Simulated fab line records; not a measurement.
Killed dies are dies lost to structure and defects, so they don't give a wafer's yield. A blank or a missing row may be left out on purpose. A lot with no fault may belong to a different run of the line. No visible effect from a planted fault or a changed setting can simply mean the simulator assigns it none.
The same fault as seen by 2 desks / flow n5Finfet / each desk holds nothing but its own numbers, with what lay behind them at the end

## THE METROLOGY DESK
What the gauges read, lot by lot, whatever tool the lot ran on: means of the sampled wafers that have a number. A lot is out of limits, marked OUT, if its mean lies more than 4 standard deviations from the usual mean; the brackets give that distance. It has 10 readings; the 7 that lie furthest out on some lot are the ones shown.
Columns: A = DIBL_N at N5_BEOL_M4_RC_MEAS_101, usual 36.8 mV/V; B = DIBL_P at N5_BEOL_M4_RC_MEAS_101, usual 37.1 mV/V; C = IOFF_N at N5_BEOL_M4_RC_MEAS_101, usual 0.17 nA/um; D = ION_P at N5_BEOL_M4_RC_MEAS_101, usual 460 uA/um; E = SS_N at N5_BEOL_M4_RC_MEAS_101, usual 71.6 mV/dec; F = VT_N at N5_BEOL_M4_RC_MEAS_101, usual 249 mV; G = VT_P at N5_BEOL_M4_RC_MEAS_101, usual -250 mV
lot=L416; first seen here=day 7 14:53; A=38.2; B=36.4; C=0.19; D=453; E=72.0; F=249; G=-253
lot=L418; first seen here=day 8 09:48; A=36.4; B=35.0; C=0.14; D=446; E=72.2; F=256; G=-256
lot=L420; first seen here=day 8 11:29; A=38.6; B=39.7; C=0.19; D=468; E=72.1; F=245; G=-247
lot=L421; first seen here=day 9 05:04; A=36.8; B=35.4; C=0.16; D=454; E=71.1; F=248; G=-251
lot=L423; first seen here=day 9 15:49; A=40.6; B=40.5; C=0.22; D=465; E=71.9; F=245; G=-249
lot=L427; first seen here=day 10 10:10; A=35.4; B=35.5; C=0.15; D=448; E=71.2; F=254; G=-254
lot=L426; first seen here=day 10 13:55; A=37.9; B=38.4; C=0.18; D=460; E=71.5; F=247; G=-250
lot=L429; first seen here=day 11 02:58; A=34.1; B=33.7; C=0.12; D=461; E=70.7; F=253; G=-248
lot=L430; first seen here=day 11 14:58; A=37.1; B=37.3; C=0.17; D=478; E=71.5; F=248; G=-244
lot=L439; first seen here=day 13 16:32; A=37.3; B=38.2; C=0.20; D=464; E=72.0; F=246; G=-243
Finding of this desk: none of the 10 lots has anything out of limits.

## TOOL OWNER'S DESK, cvdCo-02
The tool's own readings at N5_BEOL_M2_CVD_47 (deposits Co from CCTBA/H2, target thk 3 nm, time 223.8 s): means of the sampled wafers that have a number, for each lot that ran on this tool. A lot is out of limits, marked OUT, if its mean lies more than 4 standard deviations from the usual mean; the brackets give that distance.
Columns: A = chamberPressureTorr at N5_BEOL_M2_CVD_47, usual 30.00 Torr; B = runLengthS at N5_BEOL_M2_CVD_47, usual 246.8 s
lot=L416; first seen here=day 6 19:50; A=30.00; B=247.3
lot=L423; first seen here=day 8 12:48; A=29.99; B=247.3
lot=L427; first seen here=day 9 10:11; A=29.99; B=247.1
lot=L429; first seen here=day 10 01:37; A=30.01; B=348.7 (+99 or more) OUT
lot=L430; first seen here=day 10 07:12; A=30.03; B=323.5 (+99 or more) OUT
This desk's verdict: out of limits on L429, L430, starting with L429 at day 10 01:37 (runLengthS at N5_BEOL_M2_CVD_47). In limits: L416, L423, L427.

## TAKEN TOGETHER
The tool owner's desk could have raised an alarm at day 10 01:37, on L429, L430.
Metrology desk: nothing out of limits seen.
The metrology desk holds a record of L429, L430, inside its limits.
All the named lots went through N5_BEOL_M2_CVD_47 on cvdCo-02.

## WHAT WAS PUT IN BY THE SIMULATOR
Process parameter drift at N5_BEOL_M2_CVD_47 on cvdCo-02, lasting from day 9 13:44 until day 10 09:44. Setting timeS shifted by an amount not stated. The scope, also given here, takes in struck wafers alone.
Shown lots that were struck: L429, L430.
Each desk's first reading out of limits, in hours after the fault started: the tool owner's desk, 12.
